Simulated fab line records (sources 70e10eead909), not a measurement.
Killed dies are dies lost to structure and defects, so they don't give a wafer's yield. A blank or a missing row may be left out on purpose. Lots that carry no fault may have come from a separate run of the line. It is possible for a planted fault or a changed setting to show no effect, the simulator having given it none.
Chamber matching | flow nandHarc | NHARC_THIN_TSV_DEP_43 on pecvd-01 has 3 sister chambers
The step deposits SiO2, target thk 1328.5 nm. 14 wafers are shown with their chamber, then 7 later ones without.

WAFERS WITH THEIR CHAMBER
wafer  | chamber | throttleValvePct (%)
L083.1 | 1       | 16.7
L083.2 | 2       | 16.5
L083.3 | 0       | 15.1
L084.1 | 1       | 16.5
L084.3 | 0       | 15.2
L084.5 | 1       | 16.7
L088.1 | 0       | 15.1
L088.2 | 2       | 16.0
L088.6 | 0       | 14.7
L090.3 | 1       | 16.6
L090.5 | 1       | 16.6
L090.6 | 0       | 15.0
L092.2 | 1       | 16.8
L092.3 | 2       | 16.1

SIGNATURES (means of the wafers above)
reading          | chamber 0 | chamber 1 | chamber 2 | scatter within a chamber
throttleValvePct | 15.020    | 16.650    | 16.200    | 0.177
Rule: for each reading, subtract the chamber's mean from the wafer's reading, divide by that reading's scatter and square the result; add these up over the readings and take the root, which gives the wafer's distance from the chamber. If the next closest chamber is less than 2 further off than the closest, the wafer can't be placed; otherwise it belongs to the closest. The scatter: the root of (the sum of the squares of (reading less its chamber's mean) over the shown wafers, divided by (wafers less chambers)).

WAFERS MISSING THEIR CHAMBER
wafer  | throttleValvePct (%)
L092.6 | 16.1
L095.2 | 16.1
L095.4 | 15.0
L095.6 | 15.8
L096.3 | 14.7
L096.4 | 15.1
L096.6 | 16.1

WHICH CHAMBER EACH WENT THROUGH
wafer  | from the rows above | in truth
L092.6 | 2                   | 2
L095.2 | 2                   | 2
L095.4 | 0                   | 0
L095.6 | 2                   | 2
L096.3 | 0                   | 0
L096.4 | 0                   | 0
L096.6 | 2                   | 2
Correctly placed: 7 of 7. Left unplaced by these rows: 0. Wrongly placed: 0.
